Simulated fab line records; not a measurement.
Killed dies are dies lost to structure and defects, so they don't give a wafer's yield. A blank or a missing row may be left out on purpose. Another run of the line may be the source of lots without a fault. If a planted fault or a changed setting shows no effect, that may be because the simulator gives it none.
fab line records	flow n5Finfet
record lots=5	wafers=15	lastDay=19
route steps=1938 shown HKMG_FIN@428 GATE_CUT@465 BEOL_M4@1111 PASSIVATION@1936
lots that met no fault: from a run of the same line without faults
startH: hours from the record's first day to the start of the lot's first wafer shown	waitH: time in hours since the lot's previous step	" unchanged from the row above	L1.1+2: several wafers, shown together as one row	- no value present, or no start provided	* or withheld: withheld	< > ~ a bound
route shown NAME@n: a module of which the file shows steps, and the number in the route of the first	usual: the fault-free wafers' mean and standard deviation	same: alike in all rows	chamber/n: place in a boat	sites: readings site by site	_std_site: standard deviation across them	_edge_site: mean of outer sites minus mean of inner sites	radiusMm: how far each site lies from the wafer's centre	mask NAME#n: copy n	behind: tool/chamber where the wafer was last shaped	hold: what put the lot on hold/how long, in hours/how the hold closed	device: whichever transistor did not switch (one of n, p or np)	end of line: at the end of the route, the tests of the same wafers	step lacking rows: just its recipe	killed: dies that structure and defects cost at the first sort, which is not the same as the wafer's yield	map: dies across one wafer; x = killed, . = not, _ = none there
set.NAME: the setting the step ran with; set.NAME@STEP: the setting that earlier step ran with	model.NAME: the simulator's own value behind a step, which no gauge read
lots seen at some steps along the route; tables by step, rows by wafer
services: a tool's chamber out of use, with start hour (startH, from the record's first day; less than 0 if before it), hours out, and reason
## steps
# step N5_HKMG_FIN_PEB_10
# recipe pebTempC=withheld	pebTimeS=60	resist=CAR-ArF
# step N5_HKMG_FIN_DEVELOP_11
# recipe developTimeS=30	developer=TMAH	resist=CAR-ArF	devTempC=23	rinseLiquid=diw	dry=airSpin
# step N5_HKMG_FIN_CD_MEAS_12
# recipe targetCdNm=92.8	landingEnergyEv=500	detector=seInlens
# usual cdNm=92.8/0.53
lot.wafer	tool	chamber	startH	waitH	cdNm
L745.2	cdSem-03	0	114.15	-	92.2
L745.5	"	0	"	"	92.3
L745.6	"	0	"	"	93.0
L747.1	cdSem-03	0	117.21	-	92.7
L747.4	"	0	"	"	92.5
L747.5	"	0	"	"	91.9
L760.2	cdSem-01	0	190.56	-	93.7
L760.4	"	0	"	"	93.4
L760.5	"	0	"	"	93.7
L763.1	cdSem-03	0	213.65	-	92.3
L763.2	"	0	"	"	93.3
L763.3	"	0	"	"	92.7
L764.2	cdSem-01	0	216.78	-	92.1
L764.4	"	0	"	"	92.6
L764.5	"	0	"	"	91.9
# step N5_HKMG_FIN_OVL_MEAS_13
# recipe pointsPerWafer=44
# usual NWFM_OVL=0.0/0.71
lot.wafer	tool	chamber	startH	waitH	NWFM_OVL[nm]
L745.2	overlay-01	0	114.18	0.0	1.4
L745.5	"	0	"	"	0.6
L745.6	"	0	"	"	0.5
L747.1	overlay-01	0	117.24	0.0	-0.2
L747.4	"	0	"	"	-0.6
L747.5	"	0	"	"	-1.3
L760.2	overlay-02	0	190.59	0.0	0.2
L760.4	"	0	"	"	0.6
L760.5	"	0	"	"	0.5
L763.1	overlay-02	0	213.68	0.0	0.9
L763.2	"	0	"	"	0.0
L763.3	"	0	"	"	0.5
L764.2	overlay-01	0	216.81	0.0	-1.5
L764.4	"	0	"	"	-1.7
L764.5	"	0	"	"	-0.3
# step N5_HKMG_FIN_INSPECT_14
# recipe mode=adi	inspectInstrument=macro
# usual rawDefectCount=2.0/1.4
lot.wafer	tool	chamber	startH	waitH	rawDefectCount
L745.2	defectInspect-01	-	114.20	0.0	3
L745.5	"	-	"	"	1
L745.6	"	-	"	"	2
L747.1	defectInspect-01	-	117.26	0.0	3
L747.4	"	-	"	"	2
L747.5	"	-	"	"	1
L760.2	defectInspect-02	-	190.61	0.0	0
L760.4	"	-	"	"	4
L760.5	"	-	"	"	2
L763.1	defectInspect-01	-	213.70	0.0	3
L763.2	"	-	"	"	1
L763.3	"	-	"	"	4
L764.2	defectInspect-01	-	216.83	0.0	2
L764.4	"	-	"	"	3
L764.5	"	-	"	"	4
# step N5_HKMG_FIN_DESCUM_17
# recipe chemistry=O2	timeS=7.9	sourcePowerW=50	biasPowerW=20	pressureMtorr=20	rfFrequencyHz=2.712e+07	tempC=40	resist=CAR-ArF	o2FlowSccm=225
# step N5_HKMG_FIN_ETCH_31
# recipe chemistry=CF4	target=SiARC	targetDepthA=455	maskMaterial=CAR-ArF	timeS=75.8	ionEnergyEv=80	pressureMtorr=40	sourceW=545	biasW=36	Ar_flow_sccm=100	cf4FlowSccm=100	ends=cleared
# step N5_HKMG_FIN_ETCH_32
# recipe chemistry=N2/H2	target=SOC	targetDepthA=2400	tempC=40	timeS=300	ionEnergyEv=200	maskMaterial=SiARC	pressureMtorr=30	sourceW=840	biasW=150	n2FlowSccm=200	h2FlowSccm=200
# step N5_HKMG_FIN_STRIP_33
# recipe chemistry=N2/H2	tempC=40	n2FlowSccm=200	h2FlowSccm=200	rfFrequencyHz=6e+07
# step N5_HKMG_FIN_STRIP_34
# recipe chemistry=CF4	resist=SiARC	powerW=300	biasPowerW=75	pressureMtorr=50	cf4FlowSccm=150	rfFrequencyHz=6e+07
# step N5_HKMG_FIN_ETCH_35
# recipe chemistry=N2/H2	target=SOC	targetDepthA=2158	ionEnergyEv=65	biasW=5	sourceW=3000	timeS=243.4	pressureMtorr=30	n2FlowSccm=200	h2FlowSccm=200
# step N5_HKMG_FIN_STRIP_92
# recipe chemistry=N2/H2	material=SOC	timeS=20	powerW=500	tempC=40	pressureMtorr=50	rfFrequencyHz=6e+07	biasPowerW=8	h2Frac=0.5	n2FlowSccm=300	h2FlowSccm=300
# step N5_HKMG_FIN_WET_ETCH_18
# recipe chemistry=SC1	target=TiN	mix=1:1:5	tempC=*	timeS=55	targetDepthNm=5.2	dry=ipaMarangoni	rinseTimeS=30	rinseTempC=23
lot.wafer	tool	chamber	startH	waitH
L745.2+5+6	wetBench-06	7,6,3	114.78	0.1
L747.1+4+5	wetBench-06	0,7,1	118.02	0.1
L760.2+4+5	wetBench-03	0,1,3	191.18	0.1
L763.1+2+3	wetBench-03	2,6,3	214.30	0.1
L764.2+4+5	wetBench-05	1,2,3	217.40	0.1
# step N5_HKMG_FIN_STRIP_19
# recipe chemistry=N2/H2	powerW=2500	tempC=300	h2Frac=0.65	timeS=360	pressureMtorr=withheld	n2FlowSccm=1750	h2FlowSccm=3250
# step N5_HKMG_FIN_ALD_91
# recipe material=TiN	targetThkA=10	tempC=400	aldPrecursorFamily=TiCl4	aldCoReactant=NH3	pulseTimeS=1	purgeTimeS=3	coReactantPurgeTimeS=2	coReactantPulseTimeS=2	aldCycles=47	pressureTorr=3
# step N5_HKMG_FIN_COAT_85
# recipe resist=SOC	tempC=250	timeS=60	spinRpm=1500	resistThkNm=300
# step N5_HKMG_FIN_ETCH_86
# recipe chemistry=N2/H2	target=SOC	targetDepthA=3932	stopOn=TiN	ionEnergyEv=100	biasW=61	pressureMtorr=30	sourceW=850	n2FlowSccm=200	h2FlowSccm=200
# step N5_HKMG_FIN_STRIP_89
# recipe chemistry=N2/H2	material=SOC	timeS=20	powerW=500	tempC=40	pressureMtorr=50	rfFrequencyHz=6e+07	biasPowerW=8	h2Frac=0.5	n2FlowSccm=300	h2FlowSccm=300
# step N5_HKMG_FIN_WET_ETCH_87
# recipe chemistry=SC1	target=TiN	mix=1:2:40	tempC=50	timeS=154.2	targetDepthNm=4.7	dry=ipaMarangoni	rinseTimeS=30	rinseTempC=23
# step N5_HKMG_FIN_STRIP_88
# recipe chemistry=N2/H2	powerW=2500	tempC=300	h2Frac=0.65	timeS=360	pressureMtorr=withheld	n2FlowSccm=1750	h2FlowSccm=3250
# usual drypumpMotorCurrentA=6.0/0.52	heaterPowerW=461/46
lot.wafer	tool	chamber	startH	waitH	drypumpMotorCurrentA	heaterPowerW	rfHoursCounterH
L745.2	plasmaAsher-01	1	115.92	0.0	5.5	536	92
L745.5	"	0	"	"	6.5	444	-
L745.6	"	1	"	"	5.6	527	-
L747.1	plasmaAsher-02	1	119.19	0.0	5.4	421	44
L747.4	"	1	"	"	5.4	410	-
L747.5	"	0	"	"	6.6	408	-
L760.2	plasmaAsher-01	0	192.22	0.0	6.5	443	111
L760.4	"	1	"	"	5.6	535	-
L760.5	"	1	"	"	5.6	529	-
L763.1	plasmaAsher-01	1	215.33	0.0	5.6	522	118
L763.2	"	0	"	"	6.6	444	118
L763.3	"	1	"	"	5.5	518	-
L764.2	plasmaAsher-02	0	218.43	0.0	6.6	419	59
L764.4	"	0	"	"	6.6	417	-
L764.5	"	1	"	"	5.4	419	-
# step N5_HKMG_FIN_NWFM_ALD_20
# recipe material=TiAlC	targetThkA=20	tempC=300	aldPrecursorFamily=TiCl4	aldCoReactant=TEA	pulseTimeS=3	purgeTimeS=2	coReactantPurgeTimeS=2	coReactantPulseTimeS=10	aldCycles=7	pressureTorr=3
# step N5_HKMG_FIN_ALD_71
# recipe material=TiN	targetThkA=10	tempC=400	aldPrecursorFamily=TiCl4	aldCoReactant=NH3	pulseTimeS=1	purgeTimeS=3	coReactantPurgeTimeS=2	coReactantPulseTimeS=2	aldCycles=47	pressureTorr=3
# usual heaterPowerOuterW=574/46	heaterPowerW=937/78	precursorPulseHeightRel=0.999/0.02
# same pulseTimeS=1
lot.wafer	tool	chamber	startH	waitH	heaterPowerOuterW	heaterPowerW	precursorPulseHeightRel
L745.2	aldMetal-03	2	116.41	0.0	577	950	0.984
L745.5	"	2	"	"	571	931	1.025
L745.6	"	3	"	"	620	1015	1.001
L747.1	aldMetal-03	2	119.67	0.0	576	946	0.993
L747.4	"	3	"	"	623	1022	1.002
L747.5	"	3	"	"	623	963	1.016
L760.2	aldMetal-01	3	192.70	0.0	459	777	1.023
L760.4	"	2	"	"	553	857	1.042
L760.5	"	2	"	"	560	872	1.023
L763.1	aldMetal-03	3	215.82	0.0	643	1006	0.991
L763.2	"	0	"	"	560	1000	0.950
L763.3	"	1	"	"	560	995	1.019
L764.2	aldMetal-01	1	218.92	0.0	647	1091	1.017
L764.4	"	1	"	"	655	1089	0.993
L764.5	"	0	"	"	577	894	1.018
# step N5_HKMG_FIN_COAT_66
# recipe resist=SOC	tempC=250	timeS=60	spinRpm=1500	resistThkNm=300
# step N5_HKMG_FIN_ETCH_67
# recipe chemistry=N2/H2	target=SOC	targetDepthA=3889	stopOn=TiN	ionEnergyEv=100	biasW=61	pressureMtorr=30	sourceW=850	n2FlowSccm=200	h2FlowSccm=200
# step N5_HKMG_FIN_STRIP_90
# recipe chemistry=N2/H2	material=SOC	timeS=20	powerW=500	tempC=40	pressureMtorr=50	rfFrequencyHz=6e+07	biasPowerW=8	h2Frac=0.5	n2FlowSccm=300	h2FlowSccm=300
# step N5_HKMG_FIN_WET_ETCH_73
# recipe chemistry=SC1	mix=1:2:40	tempC=50	timeS=42.3	targetDepthNm=1.3	dry=ipaMarangoni	rinseTimeS=30	rinseTempC=23
# step N5_HKMG_FIN_ETCHBACK_68
# recipe chemistry=Cl2/Ar	stopOn=HfO2	targetDepthA=5	pressureMtorr=10	icpW=600	biasW=60	Cl2_flow_sccm=40	Ar_flow_sccm=60
# step N5_HKMG_FIN_STRIP_69
# recipe chemistry=N2/H2	powerW=2500	tempC=300	h2Frac=0.65	timeS=360	pressureMtorr=withheld	n2FlowSccm=1750	h2FlowSccm=3250
# usual drypumpMotorCurrentA=6.0/0.54	heaterPowerW=453/44
lot.wafer	tool	chamber	startH	waitH	drypumpMotorCurrentA	heaterPowerW	rfHoursCounterH
L745.2	plasmaAsher-02	0	117.11	0.1	6.6	419	44
L745.5	"	1	"	"	5.4	420	-
L745.6	"	0	"	"	6.6	418	-
L747.1	plasmaAsher-02	1	120.37	0.1	5.4	423	45
L747.4	"	0	"	"	6.6	416	-
L747.5	"	0	"	"	6.6	418	-
L760.2	plasmaAsher-01	1	193.41	0.1	5.6	522	112
L760.4	"	0	"	"	6.5	440	-
L760.5	"	0	"	"	6.5	451	-
L763.1	plasmaAsher-02	0	216.52	0.1	6.6	404	58
L763.2	"	1	"	"	5.4	417	58
L763.3	"	1	"	"	5.5	425	-
L764.2	plasmaAsher-01	1	219.61	0.1	5.6	535	120
L764.4	"	1	"	"	5.6	525	-
L764.5	"	1	"	"	5.6	525	-
# step N5_HKMG_FIN_ALD_21
# recipe material=TiN	targetThkA=15	tempC=400	aldPrecursorFamily=TiCl4	aldCoReactant=NH3	pulseTimeS=1	purgeTimeS=3	coReactantPurgeTimeS=2	coReactantPulseTimeS=2	aldCycles=68	pressureTorr=3
# step N5_HKMG_FIN_ALD_72
# recipe material=W	targetThkA=20	tempC=300	pressureTorr=7.5	aldPrecursorFamily=WF6	aldCoReactant=B2H6	pulseTimeS=1	purgeTimeS=2	coReactantPurgeTimeS=2	coReactantPulseTimeS=3	aldCycles=7
# step N5_HKMG_FIN_W_FILL_22
# recipe material=W	targetThkA=600	tempC=400	pressureTorr=39.4	timeS=18.2
# usual heaterPowerOuterW=549/55	heaterPowerW=884/82	throttleValvePct=19.9/1.1
lot.wafer	tool	chamber	startH	waitH	heaterPowerOuterW	heaterPowerW	throttleValvePct
L745.2	cvdW-01	1	117.92	0.0	603	947	19.5
L745.5	"	1	"	"	584	959	19.4
L745.6	"	0	"	"	620	995	21.7
L747.1	cvdW-01	0	121.18	0.0	646	1008	21.5
L747.4	"	0	"	"	636	997	21.5
L747.5	"	1	"	"	580	952	19.4
L760.2	cvdW-02	0	194.21	0.0	498	794	18.7
L760.4	"	1	"	"	503	848	20.3
L760.5	"	1	"	"	528	833	20.1
L763.1	cvdW-02	1	217.32	0.0	531	853	20.3
L763.2	"	0	"	"	484	810	19.0
L763.3	"	0	"	"	503	801	18.9
L764.2	cvdW-02	1	220.42	0.0	532	846	20.3
L764.4	"	1	"	"	525	837	20.4
L764.5	"	0	"	"	494	802	18.8
# step N5_HKMG_FIN_PRECLEAN_83
# recipe chemistry=DIW	timeS=57.5	tempC=23
# step N5_HKMG_FIN_SRD_84
# recipe dryTimeS=32	dry=n2Spin	spinRpm=1500
# step N5_HKMG_FIN_CMP_23
# recipe stopOn=SiNx	tOverpolishS=10	postCmpClean=rinseOnly	downForcePsi=4	platenRpm=50.289	padVelocityMS=1.0006	targetThkNm=46.326
# step N5_HKMG_FIN_CMP_94
# recipe stopOn=SiNx	postCmpClean=wDiluteNh4oh	tOverpolishS=4.7	downForcePsi=4	platenRpm=50.289	padVelocityMS=1.0006	targetThkNm=43.299
# step N5_HKMG_FIN_INSPECT_28
# recipe inspectInstrument=darkfield	mode=postCmp
# usual rawDefectCount=40/17
lot.wafer	tool	chamber	startH	waitH	rawDefectCount
L745.2	defectInspect-02	-	118.74	0.0	25
L745.5	"	-	"	"	38
L745.6	"	-	"	"	43
L747.1	defectInspect-01	-	122.00	0.0	42
L747.4	"	-	"	"	26
L747.5	"	-	"	"	36
L760.2	defectInspect-01	-	195.03	0.0	65
L760.4	"	-	"	"	30
L760.5	"	-	"	"	36
L763.1	defectInspect-01	-	218.15	0.0	81
L763.2	"	-	"	"	53
L763.3	"	-	"	"	51
L764.2	defectInspect-02	-	221.24	0.0	33
L764.4	"	-	"	"	48
L764.5	"	-	"	"	39
# step N5_GATE_CUT_ETCHBACK_00
# recipe chemistry=SF6/Cl2	target=W	pressureMtorr=8	icpW=900	biasW=80	SF6_flow_sccm=40	Cl2_flow_sccm=60
# usual SF6_flow_sccm=40.00/0.12	drypumpMotorCurrentA=5.6/0.41	oesProductAu=0.81/0.084	throttleValvePct=27.44/0.22
lot.wafer	tool	chamber	startH	waitH	SF6_flow_sccm	drypumpMotorCurrentA	oesProductAu	rfHoursCounterH	throttleValvePct
L745.2	rieMetal-01	1	118.77	0.0	40.08	5.3	0.87	17	27.42
L745.5	"	0	"	"	40.19	5.3	0.89	-	27.52
L745.6	"	1	"	"	39.92	5.3	0.88	-	27.39
L747.1	rieMetal-03	1	122.03	0.0	39.88	6.4	0.60	143	28.05
L747.4	"	0	"	"	40.13	5.6	0.75	-	27.17
L747.5	"	1	"	"	39.95	6.4	0.60	-	28.03
L760.2	rieMetal-01	1	195.07	0.0	39.80	5.2	0.84	25	27.41
L760.4	"	0	"	"	39.94	5.4	0.86	-	27.53
L760.5	"	0	"	"	39.99	5.3	0.85	-	27.56
L763.1	rieMetal-03	0	218.18	0.0	39.93	5.6	0.73	63	27.19
L763.2	"	1	"	"	40.30	6.4	0.90	7	27.70
L763.3	"	1	"	"	40.11	6.4	0.91	-	27.69
L764.2	rieMetal-03	1	221.27	0.0	39.90	6.5	0.90	7	27.71
L764.4	"	1	"	"	40.13	6.5	0.91	-	27.71
L764.5	"	0	"	"	40.08	5.6	0.73	-	27.20
# step N5_GATE_CUT_ETCH_56
# recipe chemistry=Cl2/Ar	target=TiN	targetDepthA=216	pressureMtorr=10	icpW=600	biasW=60	Cl2_flow_sccm=40	Ar_flow_sccm=60
# step N5_GATE_CUT_ETCHBACK_30
# recipe chemistry=Cl2/Ar	target=TiN	targetDepthA=30	mode=isotropic	pressureMtorr=10	icpW=600	biasW=60	Cl2_flow_sccm=40	Ar_flow_sccm=60
# step N5_GATE_CUT_VAPOR_ETCH_60
# recipe chemistry=BCl3/Cl2	target=HfO2	mode=isotropic
# step N5_GATE_CUT_ETCH_58
# recipe chemistry=CH3F/O2	target=SiNx	targetDepthA=170	timeS=128.6	ionEnergyEv=50	pressureMtorr=30	sourceW=415	biasW=21	Ar_flow_sccm=150	CH3F_flow_sccm=30	O2_flow_sccm=20
# step N5_BEOL_M4_RC_MEAS_101
# usual DIBL_N=36.2/1.2	DIBL_P=36.3/1.3	IOFF_N=0.155/0.019	IOFF_N_85C=3.0/0.31	IOFF_N_LIN=0.073/0.0075	IOFF_N_LONG=5.54e-05/2.4e-06	IOFF_P=0.210/0.029	ION_N=677/8.6	ION_P=465/6.8	SS_N=71.4/0.48	SS_P=73.2/0.53	VT_N=249.9/2.4	VT_N_LONG=275.0/2.1	VT_N_LVT=99.0/2.1	VT_P=-250/3.2
lot.wafer	tool	chamber	startH	waitH	DIBL_N[mV/V]	DIBL_P[mV/V]	IOFF_N[nA/um]	IOFF_N_85C[nA/um]	IOFF_N_LIN[nA/um]	IOFF_N_LONG[nA/um]	IOFF_P[nA/um]	ION_N[uA/um]	ION_P[uA/um]	SS_N[mV/dec]	SS_P[mV/dec]	VT_N[mV]	VT_N_LONG[mV]	VT_N_LVT[mV]	VT_P[mV]
L745.2	prober-02	0	200.03	0.2	38.0	38.4	0.185	3.5	0.082	5.45e-05	0.254	685	472	71.4	72.6	246.1	274.1	97.8	-247
L745.5	"	0	"	"	37.1	38.0	0.169	3.2	0.075	5.39e-05	0.241	667	463	72.7	73.4	250.9	275.1	99.6	-249
L745.6	"	0	"	"	37.2	37.1	0.164	3.2	0.074	5.43e-05	0.226	669	467	71.2	73.3	249.6	277.8	98.9	-247
L747.1	prober-02	0	216.13	0.0	34.9	35.8	0.154	3.0	0.074	5.73e-05	0.217	693	471	71.2	72.6	249.1	273.2	96.9	-247
L747.4	"	0	"	"	34.4	34.1	0.098	2.0	0.047	4.54e-05	0.199	657	464	71.4	73.3	259.5	284.9	111.0	-249
L747.5	"	0	"	"	36.1	37.7	0.175	3.3	0.082	5.58e-05	0.253	686	480	71.2	73.4	246.2	276.8	97.5	-248
L760.2	prober-02	0	285.07	0.2	35.9	36.4	0.171	3.3	0.079	5.97e-05	0.222	679	466	71.4	73.7	246.4	271.4	96.8	-249
L760.4	"	0	"	"	34.9	35.4	0.147	3.0	0.071	6.07e-05	0.206	673	465	71.1	73.6	248.3	273.3	99.0	-249
L760.5	"	0	"	"	34.3	34.5	0.136	2.7	0.067	5.95e-05	0.191	675	464	71.1	72.9	251.9	271.8	100.0	-250
L764.2	prober-02	0	322.93	0.2	35.8	33.9	0.136	2.7	0.066	5.39e-05	0.171	666	457	71.1	72.9	251.7	277.8	100.3	-254
L764.4	"	0	"	"	36.1	33.6	0.143	2.8	0.067	5.46e-05	0.177	672	460	71.0	73.5	252.1	275.2	100.2	-252
L764.5	"	0	"	"	34.6	32.5	0.121	2.4	0.059	5.36e-05	0.152	661	452	70.6	72.2	253.8	274.6	102.3	-256
L763.1	prober-02	0	329.04	0.0	36.2	35.4	0.151	3.1	0.072	5.7e-05	0.202	671	464	71.4	73.1	249.5	277.9	98.1	-252
L763.2	"	0	"	"	35.7	35.3	0.148	3.0	0.071	5.77e-05	0.196	665	455	71.2	72.5	251.8	275.5	99.5	-252
L763.3	"	0	"	"	38.5	37.9	0.202	3.9	0.090	5.69e-05	0.232	680	461	72.1	74.5	247.8	276.6	94.3	-252
# step N5_PASSIVATION_PROBE_49
# usual defectLimitedYield=91.2/1.4	killed_at_M0_to_M3=34/10	killed_at_M4_up=13/5.1	killedAtContacts=12/6.5	killedAtFrontEnd=41/11	killedAtOther=4/3.3	killedDies=104/16	killedOpen=69/13	killedShort=33/7	sort_bin_5_function=5.1/0.91	sort_bin_6_memory=3.3/0.69	sortNPass=1076/16	sortYieldPct=91.2/1.4
# same grossDies=1180	killedAtBackSide=0	sort_bin_4_leakage[%]=0	sort_bin_8_speed[%]=0
lot.wafer	tool	chamber	startH	waitH	defectLimitedYield[%]	killed_at_M0_to_M3	killed_at_M4_up	killedAtContacts	killedAtFrontEnd	killedAtOther	killedDies	killedOpen	killedShort	sort_bin_5_function[%]	sort_bin_6_memory[%]	sortNPass	sortYieldPct[%]
L745.2	prober-01	-	312.29	0.1	92.9	35	12	6	29	2	84	61	23	4.2	2.6	1096	92.9
L745.5	prober-01	-	312.44	0.2	90.8	46	14	4	42	2	108	74	34	5.3	3.7	1072	90.8
L745.6	prober-01	-	312.49	0.3	89.2	39	23	20	43	2	127	76	49	6.1	4.2	1053	89.2
L747.1	prober-01	-	319.85	0.0	89.9	40	19	24	35	1	119	83	35	6.1	3.6	1061	89.9
L747.4	prober-01	-	320.00	0.2	91.0	21	20	21	40	4	106	65	39	5.5	3.4	1074	91.0
L747.5	prober-01	-	320.05	0.2	89.2	25	13	25	55	10	128	81	47	5.5	4.9	1052	89.2
L760.2	prober-01	-	386.78	0.1	91.4	22	13	4	60	2	101	70	31	4.8	3.6	1079	91.4
L760.4	prober-01	-	386.88	0.2	91.5	26	7	5	58	4	100	71	29	5.5	2.7	1080	91.5
L760.5	prober-01	-	386.93	0.2	90.7	20	15	3	72	0	110	76	34	5.4	3.3	1070	90.7
L764.2	prober-01	-	428.44	0.8	91.0	20	19	7	52	8	106	63	40	5.8	2.9	1074	91.0
L764.4	prober-01	-	428.54	0.9	91.4	33	14	4	40	10	101	62	38	5.4	2.8	1079	91.4
L764.5	prober-01	-	428.59	0.9	92.3	26	8	16	31	10	91	66	24	4.2	3.1	1089	92.3
L763.1	prober-01	-	446.76	0.0	89.7	31	20	12	49	9	121	80	41	6.9	3.0	1059	89.7
L763.2	prober-01	-	446.81	0.1	89.7	42	20	24	32	3	121	81	40	6.1	3.7	1059	89.7
L763.3	prober-01	-	446.86	0.1	91.1	21	13	32	39	0	105	72	32	5.3	3.3	1075	91.1
# killed by level:class
L745.2 BEOL_M2:geometricParticle:open=8 FIN_SAQP:geometricParticle:open=7 BEOL_M0_SAQP:geometricParticle:open=7 BEOL_M1:geometricParticle:open=7 MOL_CONTACT_COAG:geometricParticle:open=6 BEOL_M0_SAQP:geometricParticle:short=6 GATE_CUT:geometricParticle:short=5 STI_FIN_REVEAL:geometricParticle:open=4
L745.5 FIN_SAQP:geometricParticle:short=11 BEOL_M2:geometricParticle:open=10 BEOL_M3:geometricParticle:open=9 BEOL_M1:geometricParticle:open=8 BEOL_M0_SAQP:geometricParticle:open=7 FIN_SAQP:geometricParticle:open=6 DUMMY_GATE:geometricParticle:open=6 STI_FIN_REVEAL:geometricParticle:open=5
L745.6 MOL_CONTACT_COAG:geometricParticle:open=17 FIN_SAQP:geometricParticle:short=16 BEOL_M1:geometricParticle:open=13 FIN_SAQP:geometricParticle:open=10 BEOL_M0_SAQP:geometricParticle:short=9 BEOL_M4:geometricParticle:open=5 STARTING-WAFER:geometricParticle:open=5 GATE_CUT:geometricParticle:short=4
L747.1 MOL_CONTACT_COAG:geometricParticle:open=18 BEOL_M4:geometricParticle:open=14 STI_FIN_REVEAL:geometricParticle:open=9 BEOL_M2:geometricParticle:open=9 BEOL_M1:geometricParticle:open=8 FIN_SAQP:geometricParticle:open=6 MOL_CONTACT_COAG:geometricParticle:short=6 BEOL_M0_SAQP:geometricParticle:open=6
L747.4 MOL_CONTACT_COAG:geometricParticle:open=14 BEOL_M4:geometricParticle:open=13 GATE_CUT:geometricParticle:short=10 MOL_CONTACT_COAG:geometricParticle:short=7 BEOL_M0_SAQP:geometricParticle:short=6 FIN_SAQP:geometricParticle:open=5 FIN_SAQP:geometricParticle:short=5 BEOL_M0_SAQP:geometricParticle:open=5
L747.5 MOL_CONTACT_COAG:geometricParticle:open=19 FIN_SAQP:geometricParticle:open=13 FIN_SAQP:geometricParticle:short=8 STI_FIN_REVEAL:geometricParticle:open=8 BEOL_M4:geometricParticle:open=8 BEOL_M2:geometricParticle:open=7 STARTING-WAFER:geometricParticle:short=7 MOL_CONTACT_COAG:geometricParticle:short=6
L760.2 STI_FIN_REVEAL:geometricParticle:open=15 BEOL_M2:geometricParticle:open=10 FIN_SAQP:geometricParticle:short=9 FIN_SAQP:geometricParticle:open=9 DUMMY_GATE:geometricParticle:open=7 MOL_CONTACT_COAG:geometricParticle:open=4 STARTING-WAFER:geometricParticle:short=4 GATE_CUT:geometricParticle:open=3
L760.4 STI_FIN_REVEAL:geometricParticle:open=16 FIN_SAQP:geometricParticle:open=12 FIN_SAQP:geometricParticle:short=6 GATE_CUT:geometricParticle:open=6 GATE_CUT:geometricParticle:short=6 BEOL_M1:geometricParticle:open=6 BEOL_M3:geometricParticle:open=5 DUMMY_GATE:geometricParticle:open=4
L760.5 STI_FIN_REVEAL:geometricParticle:open=22 FIN_SAQP:geometricParticle:open=12 FIN_SAQP:geometricParticle:short=8 DUMMY_GATE:geometricParticle:open=6 GATE_CUT:geometricParticle:short=6 STI_FIN_REVEAL:geometricParticle:short=5 BEOL_M4:geometricParticle:short=5 BEOL_M2:geometricParticle:open=4
L764.2 FIN_SAQP:geometricParticle:open=11 STI_FIN_REVEAL:geometricParticle:open=9 ILD0:geometricParticle:short=6 GATE_CUT:geometricParticle:open=6 BEOL_M2:geometricParticle:open=6 BEOL_M4:geometricParticle:open=6 FIN_SAQP:geometricParticle:short=4 STI_FIN_REVEAL:geometricParticle:short=4
L764.4 BEOL_M2:geometricParticle:open=14 FIN_SAQP:geometricParticle:open=7 DUMMY_GATE:geometricParticle:open=6 STARTING-WAFER:geometricParticle:short=6 BEOL_M4:geometricParticle:open=5 GATE_CUT:geometricParticle:short=4 MOL_CONTACT_COAG:geometricParticle:open=4 BEOL_M3:geometricParticle:open=4
L764.5 MOL_CONTACT_COAG:geometricParticle:open=13 GATE_CUT:geometricParticle:short=6 BEOL_M3:geometricParticle:open=6 GATE_CUT:geometricParticle:open=5 STARTING-WAFER:geometricParticle:open=5 FIN_SAQP:geometricParticle:open=4 STI_FIN_REVEAL:geometricParticle:open=4 BEOL_M0:geometricParticle:open=4
L763.1 BEOL_M3:geometricParticle:open=13 BEOL_M4:geometricParticle:open=13 FIN_SAQP:geometricParticle:short=11 MOL_CONTACT_COAG:geometricParticle:open=11 STI_FIN_REVEAL:geometricParticle:open=8 FIN_SAQP:geometricParticle:open=6 BEOL_M1:geometricParticle:open=6 STI_FIN_REVEAL:geometricParticle:short=5
L763.2 MOL_CONTACT_COAG:geometricParticle:open=18 BEOL_M2:geometricParticle:short=12 BEOL_M4:geometricParticle:open=12 STI_FIN_REVEAL:geometricParticle:open=11 BEOL_M3:geometricParticle:open=11 FIN_SAQP:geometricParticle:open=6 MOL_CONTACT_COAG:geometricParticle:short=6 BEOL_M0:geometricParticle:open=6
L763.3 MOL_CONTACT_COAG:geometricParticle:open=26 FIN_SAQP:geometricParticle:short=11 FIN_SAQP:geometricParticle:open=10 BEOL_M3:geometricParticle:open=7 DUMMY_GATE:geometricParticle:open=6 MOL_CONTACT_COAG:geometricParticle:short=6 BEOL_M4:geometricParticle:open=6 STI_FIN_REVEAL:geometricParticle:open=4
## services
tool	chamber	startH	hours	kind
cvdW-01	-	91.26	0.6	repair
aldMetal-01	-	91.28	0.6	repair
rieMetal-03	-	102.48	14.6	pm
plasmaAsher-01	-	108.19	1.7	repair
rieMetal-03	1	127.10	-	clean
rieMetal-03	1	127.10	25.3	scheduledDown
rieMetal-03	1	127.10	25.3	ventCycle
rieMetal-01	-	136.82	1.2	repair
cvdW-01	-	152.84	6.9	pm
cvdW-02	-	154.43	1.4	repair
plasmaAsher-02	-	178.96	28.1	pm
aldMetal-03	-	186.55	8.7	pm
aldMetal-01	3	213.32	10.2	repair
## key
firstSign step=N5_BEOL_M4_RC_MEAS_101	reading=VT_N_LVT	direction=up	sigmas=5.6	usual=99.0	struck=111.0
effect step=N5_BEOL_M4_RC_MEAS_101	reading=VT_N_LONG	direction=up	sigmas=4.8	usual=275.0	struck=284.9
effect step=N5_BEOL_M4_RC_MEAS_101	reading=IOFF_N_LONG	direction=down	sigmas=4.2	usual=5.54e-05	struck=4.54e-05
effect step=N5_BEOL_M4_RC_MEAS_101	reading=VT_N	direction=up	sigmas=4	usual=249.9	struck=259.5
effect step=N5_BEOL_M4_RC_MEAS_101	reading=IOFF_N_LIN	direction=down	sigmas=3.5	usual=0.073	struck=0.047
effect step=N5_BEOL_M4_RC_MEAS_101	reading=IOFF_N_85C	direction=down	sigmas=3.2	usual=3.0	struck=2.0
metAt N5_HKMG_FIN_WET_ETCH_18
struckWafers L747.4
onsetBetween 114.78 118.02
fault kind=processParameterDrift	tool=wetBench-06	chamber=7	onsetH=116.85	steps=N5_HKMG_FIN_WET_ETCH_18	channel=timeS	offset=*	shape=step	endH=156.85	actsIn=*	stated=*
